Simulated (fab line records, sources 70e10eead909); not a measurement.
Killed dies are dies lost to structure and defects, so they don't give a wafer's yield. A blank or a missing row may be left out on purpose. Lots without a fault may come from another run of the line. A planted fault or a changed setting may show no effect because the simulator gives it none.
fab line records | flow nand_harc
record lots=24 wafers=72 last_day=34
route steps=1302 shown P_ZERO_WELL@46 P_GATE@145 P_CONTACT@233
lots that met no fault: from a run of the same line without faults
start_h: hours from the record's first day to the start of the lot's first wafer shown | wait_h: hours since the lot's step before | " the same as in the row above | L1.1+2: a row that stands for several wafers | - no value, or no start given | * or withheld: withheld | < > ~ a bound
route shown NAME@n: a module of which the file shows steps, and the number in the route of the first | usual: mean/standard deviation of fault-free wafers | same: alike in all rows | chamber/n: place in a boat | sites: the reading at each site | _std_site: their standard deviation | _edge_site: outer sites' mean less inner sites' | radius_mm: how far each site lies from the wafer's centre | mask NAME#n: copy n | behind: the tool/chamber that last shaped the wafer | hold: why the lot was held/for how many hours/how that ended | device: the transistor (n, p or np) that didn't switch | end of line: the same wafers' tests at the end of the route | a step without rows: its recipe alone | killed: dies lost to structure and defects at the first sort, not the wafer's yield | map: a wafer's dies, x killed, . not, _ none there
set.NAME: the setting as run; set.NAME@STEP: as run at that earlier step | model.NAME: the simulator's own value behind a step, which no gauge read
steps of the route over a sample of lots; a table a step, a row a wafer
services: from which hour (start_h, from the record's first day; less than 0 if before it) a tool's chamber was out of use, for how many hours, and why
## steps
# step NHARC_P_ZERO_WELL_DESCUM_39
# recipe time_s=3 o2_flow_sccm=200 ar_flow_sccm=0 bias_power_w=0 chemistry=O2
# usual drypump_motor_current_A=5.8/0.51 o2_flow_sccm=200.0/0.66 oes_product_au=1.001/0.011 rf_vpp_V=57.7/0.89 showerhead_plenum_p_Torr=1.89/0.079 throttle_valve_pct=11.311/0.0086
# columns lot.wafer tool chamber start_h wait_h drypump_motor_current_A o2_flow_sccm oes_product_au rf_hours_counter_h rf_vpp_V showerhead_plenum_p_Torr throttle_valve_pct
L074.2 rie_diel-11 3 24.26 - 5.8 199.9 1.009 38 58.2 1.80 11.306
L074.3 " 0 " " 6.4 201.1 0.996 35 57.4 1.92 11.306
L074.5 " 0 " " 6.4 201.0 1.001 - 58.4 1.92 11.324
L075.2 rie_diel-04 3 34.47 - 6.3 201.2 1.004 5 57.5 1.94 11.322
L075.1 " 0 " " 5.2 200.2 0.984 5 57.3 1.84 11.318
L075.4 " 1 " " 5.4 199.3 1.004 4 57.3 1.78 11.326
L076.1 rie_diel-11 0 44.33 - 6.4 200.2 0.998 44 55.5 1.92 11.326
L076.2 " 1 " " 5.8 198.5 0.988 46 57.3 2.02 11.308
L076.6 " 0 " " 6.4 200.2 1.004 - 58.1 1.92 11.306
L077.2 rie_diel-04 0 54.16 - 5.2 199.4 0.996 13 57.9 1.84 11.329
L077.6 " 2 " " 5.7 199.3 1.020 - 58.8 1.96 11.320
L077.5 " 3 " " 6.3 200.2 1.006 - 58.6 1.94 11.308
L078.2 rie_diel-04 0 64.58 - 5.2 200.0 0.980 17 56.9 1.84 11.319
L078.3 " 1 " " 5.4 200.7 1.017 16 57.3 1.77 11.318
L078.6 " 0 " " 5.2 199.6 0.991 - 58.6 1.84 11.317
L079.1 rie_diel-05 1 74.83 - 6.6 199.3 1.003 7 58.9 1.89 11.305
L079.3 " 2 " " 6.3 198.6 1.004 8 57.6 1.85 11.311
L079.6 " 1 " " 6.6 199.2 1.006 - 58.4 1.89 11.305
L080.2 rie_diel-04 1 84.19 - 5.3 200.6 1.017 22 58.6 1.77 11.294
L080.3 " 3 " " 6.3 199.6 1.001 22 58.1 1.93 11.302
L080.5 " 1 " " 5.3 200.0 1.014 - 56.3 1.77 11.311
L081.3 rie_diel-05 3 94.42 - 5.0 200.8 1.009 12 56.0 1.80 11.312
L081.6 " 1 " " 6.6 200.0 1.007 - 58.2 1.89 11.320
L081.5 " 2 " " 6.3 199.0 1.000 - 56.6 1.85 11.304
L082.4 rie_diel-04 3 104.31 - 6.2 199.6 1.001 29 59.6 1.93 11.313
L082.2 " 0 " " 5.2 200.4 0.969 30 56.7 1.84 11.301
L082.3 " 1 " " 5.3 200.0 1.005 31 56.3 1.77 11.316
L083.2 rie_diel-04 1 114.46 - 5.4 200.0 1.014 34 54.3 1.77 11.311
L083.6 " 2 " " 5.7 199.3 1.006 - 58.3 1.95 11.315
L083.5 " 3 " " 6.3 200.4 1.013 - 57.3 1.93 11.303
L084.1 rie_diel-05 1 124.29 - 6.7 199.6 0.996 26 57.6 1.88 11.319
L084.4 " 3 " " 4.9 199.9 1.006 19 56.8 1.80 11.302
L084.2 " 0 " " 5.5 199.4 1.012 20 58.5 2.01 11.314
L085.1 rie_diel-11 1 134.42 - 5.8 200.1 0.980 15 58.1 2.01 11.322
L085.3 " 0 " " 6.4 200.1 1.008 15 58.2 1.91 11.290
L085.6 " 1 " " 5.8 199.5 0.978 - 59.3 2.01 11.316
L086.1 rie_diel-04 1 144.48 - 5.4 200.2 1.017 43 55.7 1.77 11.298
L086.5 " 2 " " 5.7 200.2 0.993 - 57.4 1.95 11.329
L086.6 " 3 " " 6.3 200.5 1.007 - 57.6 1.93 11.319
L087.4 rie_diel-04 0 154.27 - 5.2 199.6 0.984 45 57.9 1.83 11.297
L087.3 " 1 " " 5.3 199.7 1.007 45 56.4 1.77 11.315
L087.6 " 3 " " 6.2 199.1 1.008 - 58.4 1.93 11.306
L088.3 rie_diel-05 3 164.21 - 5.0 200.7 0.993 31 55.7 1.79 11.305
L088.6 " 1 " " 6.6 199.3 0.996 - 57.6 1.88 11.327
L088.5 " 3 " " 4.9 199.3 1.004 - 57.2 1.79 11.311
L089.3 rie_diel-05 1 174.47 - 6.6 200.2 1.004 43 58.4 1.88 11.318
L089.6 " 1 " " 6.6 200.7 1.007 - 58.1 1.88 11.303
L089.4 " 2 " " 6.3 199.9 0.999 - 57.6 1.84 11.312
L090.4 rie_diel-11 0 184.47 - 6.4 202.2 1.006 33 58.5 1.91 11.318
L090.2 " 1 " " 5.8 199.9 0.980 33 58.5 2.00 11.319
L090.5 " 0 " " 6.4 201.1 1.014 - 57.5 1.91 11.309
L091.3 rie_diel-11 3 194.38 - 5.8 200.5 1.016 36 57.8 1.78 11.311
L091.2 " 0 " " 6.4 199.0 1.014 35 60.0 1.91 11.314
L091.1 " 1 " " 5.8 200.7 0.994 36 58.8 2.00 11.330
L092.4 rie_diel-04 1 204.52 - 5.4 199.6 0.985 4 59.1 2.08 11.310
L092.6 " 2 " " 5.7 199.9 1.005 - 58.1 1.94 11.318
L092.5 " 3 " " 6.2 199.5 0.988 - 58.3 1.92 11.315
L093.1 rie_diel-04 0 214.85 - 5.2 199.7 0.996 5 56.9 1.83 11.304
L093.3 " 1 " " 5.4 200.3 0.986 6 57.6 2.07 11.321
L093.4 " 2 " " 5.7 201.0 1.018 7 57.8 1.94 11.321
L094.2 rie_diel-05 1 224.20 - 6.6 200.0 1.009 62 57.4 1.87 11.312
L094.3 " 3 " " 4.9 199.2 0.998 54 57.6 1.79 11.306
L094.1 " 0 " " 5.5 198.8 1.002 37 59.1 2.00 11.315
L095.4 rie_diel-04 0 234.27 - 5.2 199.8 0.988 11 57.8 1.83 11.321
L095.6 " 3 " " 6.2 199.6 0.988 - 59.4 1.92 11.316
L095.5 " 0 " " 5.2 199.2 0.987 - 58.2 1.83 11.316
L096.3 rie_diel-04 3 244.39 - 6.2 200.2 0.990 17 58.2 1.92 11.322
L096.2 " 2 " " 5.7 200.2 1.005 18 57.8 1.94 11.308
L096.6 " 3 " " 6.2 200.4 0.992 - 57.6 1.92 11.316
L097.3 rie_diel-05 2 254.33 - 6.3 199.8 1.000 3 57.1 1.83 11.305
L097.2 " 1 " " 6.7 200.8 0.994 3 58.2 1.87 11.313
L097.5 " 3 " " 4.9 200.4 0.997 - 57.4 1.78 11.311
# step NHARC_P_GATE_ETCH_104
# recipe target_depth_a=600 time_s=withheld cf4_flow_sccm=100 chf3_flow_sccm=30 ar_flow_sccm=0 rf_w=500 bias_w=200 chemistry=CF4/CHF3
# usual drypump_motor_current_A=5.6/0.4 oes_product_au=0.951/0.023 rf_vpp_V=370.6/2.1 showerhead_plenum_p_Torr=1.57/0.062 throttle_valve_pct=16.802/0.0094
# columns lot.wafer tool chamber start_h wait_h drypump_motor_current_A oes_product_au rf_vpp_V showerhead_plenum_p_Torr throttle_valve_pct
L074.2 rie_diel-01 2 101.49 0.1 6.1 0.928 367.6 1.50 16.791
L074.3 " 3 " " 4.8 0.920 373.1 1.65 16.784
L074.5 " 1 " " 5.6 0.936 368.7 1.49 16.815
L075.1 rie_diel-10 0 108.93 0.1 5.9 0.967 371.7 1.64 16.817
L075.2 " 1 " " 5.8 0.967 369.2 1.51 16.797
L075.4 " 2 " " 5.5 0.954 369.4 1.56 16.797
L076.2 rie_diel-01 0 121.55 0.1 6.1 0.919 373.7 1.61 16.788
L076.1 " 2 " " 6.1 0.926 367.7 1.50 16.796
L076.6 " 3 " " 4.8 0.917 374.5 1.65 16.808
L077.2 rie_diel-10 2 125.21 0.1 5.4 0.922 370.5 1.56 16.791
L077.6 " 3 " " 5.7 0.948 369.6 1.53 16.791
L077.5 " 0 " " 5.9 0.910 373.2 1.64 16.804
L078.2 rie_diel-03 1 138.40 0.1 5.7 0.929 373.9 1.67 16.792
L078.3 " 0 " " 5.9 0.940 373.3 1.64 16.806
L078.6 " 1 " " 5.7 0.930 374.3 1.67 16.813
L079.3 rie_diel-01 0 147.26 0.1 6.1 0.956 370.8 1.61 16.794
L079.1 " 2 " " 6.1 0.983 368.5 1.50 16.806
L079.6 " 0 " " 6.1 0.961 372.4 1.61 16.789
L080.2 rie_diel-01 2 159.76 0.1 6.1 0.944 368.2 1.50 16.804
L080.3 " 0 " " 6.1 0.921 371.5 1.61 16.812
L080.5 " 2 " " 6.1 0.938 368.1 1.50 16.779
L081.3 rie_diel-10 2 173.91 0.1 5.5 0.952 370.8 1.56 16.808
L081.6 " 2 " " 5.4 0.943 370.0 1.56 16.796
L081.5 " 3 " " 5.7 0.954 367.4 1.53 16.799
L082.4 rie_diel-01 1 174.39 0.1 5.6 0.959 367.5 1.49 16.795
L082.2 " 2 " " 6.1 0.957 367.2 1.50 16.810
L082.3 " 3 " " 4.8 0.975 372.2 1.65 16.804
L083.2 rie_diel-03 3 193.09 0.1 5.6 0.974 370.5 1.56 16.808
L083.5 " 3 " " 5.7 0.973 369.8 1.56 16.787
L083.6 " 0 " " 5.9 0.982 372.2 1.64 16.816
L084.2 rie_diel-10 3 199.11 0.1 5.7 0.968 369.6 1.53 16.801
L084.1 " 0 " " 5.9 0.952 372.0 1.64 16.814
L084.4 " 1 " " 5.8 0.942 370.3 1.51 16.795
L085.1 rie_diel-03 0 203.70 0.1 5.9 0.980 372.0 1.64 16.782
L085.3 " 1 " " 5.7 0.988 374.3 1.67 16.786
L085.6 " 3 " " 5.7 0.974 369.7 1.56 16.794
L086.1 rie_diel-03 3 227.85 0.1 5.7 0.939 369.6 1.56 16.805
L086.6 " 0 " " 5.9 0.931 372.6 1.64 16.804
L086.5 " 1 " " 5.7 0.932 373.8 1.67 16.806
L087.3 rie_diel-01 1 231.60 0.1 5.6 0.960 368.1 1.49 16.801
L087.4 " 1 " " 5.6 0.965 366.5 1.49 16.777
L087.6 " 2 " " 6.1 0.954 368.3 1.50 16.809
L088.3 rie_diel-01 1 241.73 0.1 5.6 0.960 367.8 1.49 16.804
L088.6 " 1 " " 5.6 0.945 367.7 1.49 16.812
L088.5 " 2 " " 6.1 0.940 368.6 1.50 16.802
L089.4 rie_diel-01 1 251.38 0.1 5.6 0.984 368.9 1.49 16.803
L089.3 " 0 " " 6.1 0.979 372.0 1.61 16.799
L089.6 " 1 " " 5.6 0.974 367.7 1.49 16.816
L090.2 rie_diel-10 3 263.77 0.1 5.7 0.970 368.7 1.53 16.802
L090.5 " 2 " " 5.4 0.969 370.9 1.56 16.788
L090.4 " 3 " " 5.7 0.970 367.6 1.53 16.807
L091.2 rie_diel-01 0 264.38 0.1 6.1 0.934 371.6 1.61 16.810
L091.1 " 1 " " 5.6 0.928 367.4 1.49 16.791
L091.3 " 3 " " 4.8 0.930 373.9 1.65 16.811
L092.4 rie_diel-03 3 276.05 0.1 5.7 0.985 370.3 1.56 16.817
L092.5 " 2 " " 4.9 0.962 370.5 1.60 16.789
L092.6 " 3 " " 5.7 0.992 370.3 1.56 16.799
L094.3 rie_diel-10 0 292.39 0.1 5.9 0.957 372.8 1.64 16.800
L094.1 " 1 " " 5.8 0.957 368.5 1.51 16.802
L094.2 " 2 " " 5.4 0.983 370.9 1.56 16.807
L093.3 rie_diel-10 1 293.04 0.1 5.8 0.927 368.2 1.51 16.793
L093.1 " 2 " " 5.5 0.917 370.0 1.56 16.806
L093.4 " 3 " " 5.7 0.922 369.8 1.53 16.803
L095.4 rie_diel-03 3 305.28 0.1 5.7 0.990 369.9 1.56 16.818
L095.5 " 1 " " 5.6 0.961 372.7 1.67 16.802
L095.6 " 2 " " 4.9 0.957 373.0 1.60 16.812
L097.3 rie_diel-03 2 331.86 0.1 4.9 0.920 371.4 1.60 16.813
L097.2 " 0 " " 5.9 0.937 372.5 1.64 16.794
L097.5 " 0 " " 5.9 0.917 372.5 1.64 16.801
L096.3 rie_diel-10 3 332.12 0.1 5.7 0.951 368.6 1.53 16.803
L096.2 " 2 " " 5.5 0.959 371.7 1.56 16.791
L096.6 " 0 " " 5.9 0.955 373.4 1.64 16.829
# step NHARC_P_GATE_STRIP_111
# recipe power_w=1500 temp_c=110 time_s=250 chemistry=N2/H2
# usual drypump_motor_current_A=5.60/0.23 heater_power_w=90/5.4
# columns lot.wafer tool chamber start_h wait_h drypump_motor_current_A heater_power_w rf_hours_counter_h
L074.2 plasma_asher-01 1 113.84 0.2 5.47 92 24
L074.3 " 1 " " 5.48 90 -
L074.5 " 0 " " 5.47 90 -
L075.2 plasma_asher-02 0 121.18 0.2 5.41 90 7
L075.1 " 1 " " 5.92 81 7
L075.4 " 0 " " 5.42 94 -
L076.1 plasma_asher-01 0 133.70 0.2 5.47 94 27
L076.2 " 1 " " 5.49 90 27
L076.6 " 1 " " 5.51 94 -
L077.2 plasma_asher-01 1 137.41 0.3 5.49 92 29
L077.6 " 0 " " 5.49 94 -
L077.5 " 1 " " 5.50 90 -
L078.2 plasma_asher-01 0 152.76 0.2 5.47 90 32
L078.3 " 1 " " 5.50 90 -
L078.6 " 1 " " 5.49 91 -
L079.1 plasma_asher-01 0 159.77 0.5 5.49 93 34
L079.3 " 0 " " 5.48 90 -
L079.6 " 0 " " 5.47 92 -
L080.2 plasma_asher-02 0 172.16 0.6 5.43 93 18
L080.3 " 0 " " 5.41 93 -
L080.5 " 0 " " 5.42 91 -
L081.3 plasma_asher-01 1 186.22 0.2 5.50 92 -
L081.6 " 1 " " 5.50 92 -
L081.5 " 0 " " 5.48 96 -
L082.2 plasma_asher-02 1 186.63 0.2 5.97 83 20
L082.3 " 0 " " 5.43 91 -
L082.4 " 1 " " 5.99 81 -
L083.2 plasma_asher-01 1 205.42 0.2 5.48 94 6
L083.5 " 0 " " 5.50 93 -
L083.6 " 1 " " 5.50 91 -
L084.2 plasma_asher-02 1 211.36 0.2 5.99 81 25
L084.1 " 0 " " 5.41 92 25
L084.4 " 1 " " 5.96 81 -
L085.1 plasma_asher-02 1 216.04 0.2 5.94 81 26
L085.3 " 1 " " 5.97 81 -
L085.6 " 0 " " 5.40 91 -
L086.1 plasma_asher-02 0 239.97 0.2 5.41 92 30
L086.5 " 1 " " 5.95 79 -
L086.6 " 0 " " 5.39 93 -
L087.4 plasma_asher-01 0 243.84 0.2 5.45 92 -
L087.3 " 1 " " 5.50 94 -
L087.6 " 1 " " 5.49 94 -
L088.3 plasma_asher-01 1 254.21 0.3 5.52 94 -
L088.5 " 0 " " 5.49 96 -
L088.6 " 1 " " 5.53 93 -
L089.4 plasma_asher-02 1 263.73 0.2 5.96 83 -
L089.3 " 0 " " 5.40 98 -
L089.6 " 0 " " 5.42 97 -
L090.2 plasma_asher-02 0 276.11 0.2 5.38 98 2
L090.4 " 0 " " 5.41 95 -
L090.5 " 0 " " 5.42 98 -
L091.1 plasma_asher-02 0 276.56 0.2 5.40 97 3
L091.2 " 1 " " 5.99 83 3
L091.3 " 0 " " 5.41 98 -
L092.4 plasma_asher-01 1 288.41 0.3 5.48 93 -
L092.5 " 0 " " 5.49 94 -
L092.6 " 1 " " 5.48 96 -
L094.1 plasma_asher-02 1 304.56 0.2 5.97 82 8
L094.2 " 0 " " 5.40 96 8
L094.3 " 1 " " 5.94 82 -
L093.1 plasma_asher-01 0 305.22 0.3 5.47 95 28
L093.3 " 1 " " 5.50 90 -
L093.4 " 0 " " 5.46 96 -
L095.4 plasma_asher-02 0 317.72 0.3 5.40 97 -
L095.6 " 1 " " 5.99 82 -
L095.5 " 0 " " 5.40 98 -
L097.2 plasma_asher-02 0 344.31 0.3 5.42 96 16
L097.3 " 0 " " 5.43 96 -
L097.5 " 0 " " 5.41 95 -
L096.2 plasma_asher-02 1 344.96 0.7 6.00 83 16
L096.3 " 0 " " 5.41 97 -
L096.6 " 1 " " 5.97 84 -
# step NHARC_P_CONTACT_OVL_MEAS_13
# usual overlay_x_nm=0.1/0.79 overlay_y_nm=-0.2/0.64
# columns lot.wafer tool chamber start_h wait_h overlay_x_nm overlay_y_nm
L074.2 overlay-02 - 121.37 - -0.2 -0.3
L074.3 " - " " -0.2 -0.3
L074.5 " - " " 0.1 -1.0
L075.1 overlay-01 - 128.75 - 0.5 -0.3
L075.2 " - " " -0.2 -1.1
L075.4 " - " " 0.4 -0.8
L076.1 overlay-01 - 141.04 - -0.1 -0.4
L076.2 " - " " -0.5 0.4
L076.6 " - " " -0.1 -0.5
L077.2 overlay-02 - 144.98 - -0.5 -0.7
L077.5 " - " " -0.9 -0.6
L077.6 " - " " -0.9 -0.5
L078.2 overlay-02 - 160.42 - 0.6 0.5
L078.3 " - " " 1.1 0.2
L078.6 " - " " 0.9 0.6
L079.1 overlay-02 - 168.06 - -0.9 -0.4
L079.3 " - " " -0.6 -0.2
L079.6 " - " " 0.0 -0.7
L080.2 overlay-02 - 179.88 - -0.8 -0.5
L080.3 " - " " -0.9 -0.4
L080.5 " - " " 0.0 -0.7
L081.3 overlay-01 - 193.79 - -0.3 -0.2
L081.5 " - " " -0.6 0.1
L081.6 " - " " -1.0 0.0
L082.2 overlay-01 - 194.53 - 1.2 -0.5
L082.3 " - " " 1.3 -0.7
L082.4 " - " " 1.2 0.0
L083.2 overlay-02 - 213.20 - -0.5 0.5
L083.5 " - " " -0.6 0.3
L083.6 " - " " -0.9 0.7
L084.1 overlay-01 - 219.36 - 0.4 -0.3
L084.2 " - " " 0.0 0.0
L084.4 " - " " -0.5 0.3
L085.1 overlay-01 - 228.12 - -0.5 0.7
L085.3 " - " " -0.4 0.7
L085.6 " - " " -0.4 0.6
L086.1 overlay-01 - 247.70 - 1.5 0.2
L086.5 " - " " 0.9 0.3
L086.6 " - " " 1.2 0.5
L087.3 overlay-02 - 251.32 - 0.9 0.0
L087.4 " - " " 0.8 -0.4
L087.6 " - " " 0.7 0.5
L088.3 overlay-02 - 261.60 - 0.9 -0.4
L088.5 " - " " 0.9 -0.1
L088.6 " - " " 1.0 -0.5
L089.3 overlay-02 - 271.26 - 1.1 -0.9
L089.4 " - " " 1.3 -1.2
L089.6 " - " " 1.5 -0.5
L090.2 overlay-01 - 283.55 - 0.4 0.6
L090.4 " - " " 0.9 0.3
L090.5 " - " " 0.6 0.6
L091.1 overlay-02 - 284.17 - 0.7 -1.3
L091.2 " - " " 0.8 -1.0
L091.3 " - " " 0.3 -0.8
L092.4 overlay-02 - 295.86 - -0.3 -0.7
L092.5 " - " " -0.6 -0.5
L092.6 " - " " 0.3 -0.5
L094.1 overlay-02 - 312.16 - 1.0 -0.8
L094.2 " - " " 0.6 -0.8
L094.3 " - " " 1.1 -0.8
L093.1 overlay-02 - 312.86 - -0.1 0.3
L093.3 " - " " 0.0 -0.3
L093.4 " - " " 0.2 0.4
L095.4 overlay-02 - 325.30 - -1.1 -0.4
L095.5 " - " " -1.4 -1.1
L095.6 " - " " -1.3 -1.2
L097.2 overlay-01 - 355.38 - -1.6 0.7
L097.3 " - " " -0.4 1.1
L097.5 " - " " -0.9 0.4
L096.2 overlay-02 - 356.17 - 0.4 1.0
L096.3 " - " " 0.5 0.6
L096.6 " - " " 0.1 0.6
# step NHARC_P_CONTACT_INSPECT_14
# usual raw_defect_count=3.8/2.3
# columns lot.wafer tool chamber start_h wait_h raw_defect_count
L074.2 defect_inspect-01 - 121.41 0.0 4
L074.3 " - " " 7
L074.5 " - " " 5
L075.1 defect_inspect-01 - 128.79 0.0 5
L075.2 " - " " 9
L075.4 " - " " 9
L076.1 defect_inspect-02 - 141.08 0.0 4
L076.2 " - " " 2
L076.6 " - " " 3
L077.2 defect_inspect-02 - 145.02 0.0 2
L077.5 " - " " 4
L077.6 " - " " 4
L078.2 defect_inspect-02 - 160.46 0.0 3
L078.3 " - " " 10
L078.6 " - " " 6
L079.1 defect_inspect-02 - 168.10 0.0 0
L079.3 " - " " 2
L079.6 " - " " 5
L080.2 defect_inspect-01 - 179.92 0.0 1
L080.3 " - " " 3
L080.5 " - " " 3
L081.3 defect_inspect-02 - 193.83 0.0 2
L081.5 " - " " 4
L081.6 " - " " 2
L082.2 defect_inspect-02 - 194.57 0.0 1
L082.3 " - " " 2
L082.4 " - " " 3
L083.2 defect_inspect-02 - 213.23 0.0 1
L083.5 " - " " 1
L083.6 " - " " 2
L084.1 defect_inspect-01 - 219.40 0.0 4
L084.2 " - " " 2
L084.4 " - " " 2
L085.1 defect_inspect-02 - 228.16 0.0 4
L085.3 " - " " 4
L085.6 " - " " 0
L086.1 defect_inspect-01 - 247.74 0.0 3
L086.5 " - " " 2
L086.6 " - " " 8
L087.3 defect_inspect-02 - 251.35 0.0 3
L087.4 " - " " 2
L087.6 " - " " 6
L088.3 defect_inspect-02 - 261.64 0.0 8
L088.5 " - " " 3
L088.6 " - " " 3
L089.3 defect_inspect-01 - 271.30 0.0 4
L089.4 " - " " 7
L089.6 " - " " 7
L090.2 defect_inspect-01 - 283.58 0.0 3
L090.4 " - " " 4
L090.5 " - " " 7
L091.1 defect_inspect-01 - 284.21 0.0 3
L091.2 " - " " 5
L091.3 " - " " 3
L092.4 defect_inspect-01 - 295.90 0.0 3
L092.5 " - " " 4
L092.6 " - " " 3
L094.1 defect_inspect-02 - 312.20 0.0 4
L094.2 " - " " 4
L094.3 " - " " 7
L093.1 defect_inspect-01 - 312.90 0.0 2
L093.3 " - " " 1
L093.4 " - " " 3
L095.4 defect_inspect-01 - 325.33 0.0 7
L095.5 " - " " 5
L095.6 " - " " 1
L097.2 defect_inspect-02 - 355.41 0.0 4
L097.3 " - " " 4
L097.5 " - " " 2
L096.2 defect_inspect-02 - 356.21 0.0 5
L096.3 " - " " 2
L096.6 " - " " 0
# step NHARC_P_CONTACT_PVD_32
# recipe target_thk_a=50 chamber_pressure_pa=5 power_w=5000 substrate_temp_c=200 time_s=17.7 material=Ti
# usual throttle_valve_pct=29.9/0.95
# columns lot.wafer tool chamber start_h wait_h throttle_valve_pct
L074.2 pvd_sputter-03 - - - 30.7
L074.3 " - " " 28.3
L074.5 " - " " 30.7
L075.1 pvd_sputter-03 - - - 28.9
L075.2 " - " " 31.4
L075.4 " - " " 28.2
L076.2 pvd_sputter-01 - - - 29.8
L076.1 " - " " 29.6
L076.6 " - " " 29.5
L077.2 pvd_sputter-01 - - - 31.4
L077.6 " - " " 29.5
L077.5 " - " " 28.8
L078.2 pvd_sputter-03 - - - 29.0
L078.3 " - " " 28.1
L078.6 " - " " 28.9
L079.3 pvd_sputter-01 - - - 31.3
L079.1 " - " " 29.7
L079.6 " - " " 31.5
L080.2 pvd_sputter-01 - - - 28.9
L080.3 " - " " 29.5
L080.5 " - " " 29.6
L081.3 pvd_sputter-01 - - - 31.4
L081.6 " - " " 29.6
L081.5 " - " " 28.7
L082.2 pvd_sputter-02 - - - 31.3
L082.3 " - " " 29.1
L082.4 " - " " 29.8
L083.2 pvd_sputter-03 - - - 31.4
L083.6 " - " " 30.7
L083.5 " - " " 28.8
L084.1 pvd_sputter-03 - - - 28.6
L084.2 " - " " 30.9
L084.4 " - " " 28.5
L085.1 pvd_sputter-02 - - - 29.6
L085.3 " - " " 29.0
L085.6 " - " " 31.3
L086.1 pvd_sputter-01 - - - 30.2
L086.5 " - " " 29.0
L086.6 " - " " 30.5
L087.4 pvd_sputter-01 - - - 29.9
L087.3 " - " " 29.2
L087.6 " - " " 29.6
L088.3 pvd_sputter-01 - - - 29.3
L088.6 " - " " 29.7
L088.5 " - " " 29.0
L089.3 pvd_sputter-01 - - - 30.2
L089.4 " - " " 29.2
L089.6 " - " " 30.3
L090.4 pvd_sputter-01 - - - 30.0
L090.2 " - " " 30.7
L090.5 " - " " 29.6
L091.2 pvd_sputter-03 - - - 31.3
L091.3 " - " " 28.6
L091.1 " - " " 28.6
L092.4 pvd_sputter-02 - - - 31.2
L092.5 " - " " 28.9
L092.6 " - " " 29.7
L094.3 pvd_sputter-03 - - - 30.9
L094.2 " - " " 31.4
L094.1 " - " " 28.7
L093.3 pvd_sputter-01 - - - 29.0
L093.1 " - " " 30.4
L093.4 " - " " 30.4
L095.4 pvd_sputter-03 - - - 30.8
L095.5 " - " " 31.1
L095.6 " - " " 28.8
L097.3 pvd_sputter-02 - - - 31.2
L097.2 " - " " 29.1
L097.5 " - " " 31.2
L096.2 pvd_sputter-01 - - - 30.4
L096.3 " - " " 29.5
L096.6 " - " " 28.9
## services
# columns tool chamber start_h hours kind
rie_diel-04 - 0.90 9.0 pm
rie_diel-01 2 3.19 6.2 repair
rie_diel-01 0 6.53 7.9 repair
plasma_asher-02 - 11.46 3.1 repair
plasma_asher-01 - 12.18 2.2 repair
rie_diel-01 - 26.80 9.0 pm
plasma_asher-01 - 42.70 0.6 repair
pvd_sputter-01 - 48.00 10.0 pm
plasma_asher-02 - 77.22 9.0 pm
plasma_asher-01 - 144.46 1.9 repair
rie_diel-04 1 151.58 1.9 repair
rie_diel-04 1 157.93 2.0 repair
plasma_asher-01 - 165.13 9.0 pm
rie_diel-04 - 177.90 9.0 pm
pvd_sputter-01 - 187.57 3.2 repair
pvd_sputter-01 - 226.00 10.0 pm
plasma_asher-02 - 254.22 9.0 pm
pvd_sputter-01 - 297.65 1.4 repair
plasma_asher-01 - 311.89 4.3 repair
rie_diel-04 0 327.47 4.5 repair
plasma_asher-02 - 328.75 3.6 repair
plasma_asher-02 - 332.96 3.0 repair
plasma_asher-01 - 342.13 9.0 pm
rie_diel-04 - 354.97 9.0 pm
## key
fault none
